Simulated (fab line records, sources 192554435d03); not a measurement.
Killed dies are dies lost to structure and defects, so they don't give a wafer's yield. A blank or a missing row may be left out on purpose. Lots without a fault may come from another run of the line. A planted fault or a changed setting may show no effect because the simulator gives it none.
Chamber matching | flow n5_finfet | N5_BEOL_M2_ALD_98 on ald_sin-03: 4 sister chambers
The step deposits SiO2, target thk 2.5 nm, pulse time 1 s, co reactant pulse time 1 s. 8 wafers are shown with their chamber, then 12 later ones without.

WAFERS WITH THEIR CHAMBER
wafer  | chamber | heater_power_w (W) | chamber_pressure_Torr (Torr)
L080.2 | 0       | 73                 | 1.992
L081.6 | 2       | 80                 | 1.994
L083.3 | 1       | 83                 | 2.005
L083.4 | 2       | 79                 | 1.997
L083.6 | 3       | 92                 | 1.995
L085.1 | 1       | 82                 | 1.995
L085.2 | 0       | 73                 | 2.002
L085.3 | 3       | 90                 | 2.003

WAFERS WITHOUT THEIR CHAMBER
wafer  | heater_power_w (W) | chamber_pressure_Torr (Torr)
L085.4 | 81                 | 2.006
L085.5 | 89                 | 2.004
L085.6 | 79                 | 2.003
L087.1 | 78                 | 2.002
L087.4 | 89                 | 2.002
L087.5 | 81                 | 2.001
L089.1 | 74                 | 1.997
L089.2 | 92                 | 1.998
L089.3 | 83                 | 2.003
L089.4 | 78                 | 2.004
L089.5 | 85                 | 2.000
L089.6 | 78                 | 2.005

WHICH CHAMBER EACH WENT THROUGH
wafer  | from the rows above     | in truth
L085.4 | can't be placed: 1 or 2 | 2
L085.5 | 3                       | 3
L085.6 | 2                       | 2
L087.1 | 2                       | 2
L087.4 | 3                       | 3
L087.5 | can't be placed: 1 or 2 | 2
L089.1 | 0                       | 0
L089.2 | 3                       | 3
L089.3 | 1                       | 1
L089.4 | 2                       | 2
L089.5 | 1                       | 1
L089.6 | 2                       | 2
Placed correctly: 10 of 12. Can't be placed from these rows: 2 (the true chamber is among the candidates in 2). Placed wrongly: 0.
How it was worked out, from the rows above alone: a wafer's distance from a chamber is the root of the sum, over the readings, of the square of ((its reading less the chamber's mean) divided by the reading's scatter). The wafer belongs to the nearest chamber; if the next one is less than 2 further off, it can't be placed. A chamber's mean is the mean of its shown wafers. The scatter: the root of (the sum of the squares of (reading less its chamber's mean) over the shown wafers, divided by (wafers less chambers)).
